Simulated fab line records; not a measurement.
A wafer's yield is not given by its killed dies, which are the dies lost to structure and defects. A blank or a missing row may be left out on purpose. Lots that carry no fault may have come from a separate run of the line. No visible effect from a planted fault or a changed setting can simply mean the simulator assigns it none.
What tool caused it? -- flow n5-finfet -- 27 wafers from 9 lots sampled at 3 of the route's 1938 steps

== WHAT THE GAUGES SHOWED, per wafer ==
N5_BEOL_M6_OCD_MEAS_38.
lot,measured,on,trench-depth-nm (nm)
L934,day 9 11:17,ocd-01,93.4 96.0 94.9
L936,day 10 00:06,ocd-01,86.1 87.5 87.3
L937,day 10 09:53,ocd-01,89.2 88.3 89.1
L939,day 10 22:40,ocd-01,94.6 92.2 95.9
L946,day 12 19:23,ocd-01,92.1 93.0 94.2
L949,day 13 21:37,ocd-02,92.5 92.5 96.5
L950,day 14 02:10,ocd-01,96.3 92.7 92.8
L951,day 14 05:02,ocd-02,92.7 94.2 93.9
L952,day 14 07:34,ocd-02,96.4 93.3 93.9

== WHICH TOOL RAN EACH LOT (tool, then ch and the chambers of the sampled wafers, then the start) ==
lot,N5_BEOL_M6_ETCH_61,N5_BEOL_M6_TRENCH_ETCH_37
L934,"rie-diel-06 ch 1,2, day 9 09:53","rie-diel-06 ch 1,2, day 9 11:08"
L936,"rie-diel-06 ch 0,2,3, day 9 19:34","rie-diel-06 ch 1,3, day 9 23:56"
L937,"rie-diel-01 ch 2,3, day 10 08:01","rie-diel-06 ch 0,1, day 10 09:43"
L939,"rie-diel-06 ch 2,3, day 10 19:07","rie-diel-01 ch 0,1,3, day 10 22:31"
L946,"rie-diel-06 ch 2,3, day 12 14:23","rie-diel-03 ch 1,2,3, day 12 19:14"
L949,"rie-diel-06 ch 0,2,3, day 13 17:36","rie-diel-06 ch 0,2,3, day 13 21:27"
L950,"rie-diel-01 ch 1,2,3, day 13 23:40","rie-diel-06 ch 2,3, day 14 02:01"
L951,"rie-diel-01 ch 1,2,3, day 14 02:23","rie-diel-06 ch 1,3, day 14 04:52"
L952,"rie-diel-06 ch 0,2, day 14 05:39","rie-diel-06 ch 1,2, day 14 07:25"
- N5_BEOL_M6_ETCH_61: etches SiARC in CF4, target depth 45.5 nm, time 75.8 s.
- N5_BEOL_M6_TRENCH_ETCH_37: etches SiCOH lowk in C4F6/O2, target depth 94.435 nm, time 31.5 s.

== THE ANSWER, worked out from the rows above alone ==
Rule: the lots themselves supply what counts as usual. The widest of any qualifying gaps counts: lots, ordered by their means at a reading, are off when they make up no more than a third of the lots, leave a main group of 4 or more, and stand apart from it by 3 or more times the standard deviation of that group's means. If all means in a main group match to the digits the tables above print for the reading, that group is not used. Also off: a lot with no number at a reading for which 4 or more lots have one. Any other lot the step has rows for is counted as sound.
Off: L936, L937, at N5_BEOL_M6_OCD_MEAS_38 (trench-depth-nm). The main group: mean 94.0 nm, standard deviation 0.52.
If a tool, at a process step before that reading, ran all the lots that are off and no sound lot after the first of them, it fits. Those tools and the gauges at N5_BEOL_M6_OCD_MEAS_38 are tried in the same way. None of those tried fits.

== WHAT THE SIMULATOR PUT IN ==
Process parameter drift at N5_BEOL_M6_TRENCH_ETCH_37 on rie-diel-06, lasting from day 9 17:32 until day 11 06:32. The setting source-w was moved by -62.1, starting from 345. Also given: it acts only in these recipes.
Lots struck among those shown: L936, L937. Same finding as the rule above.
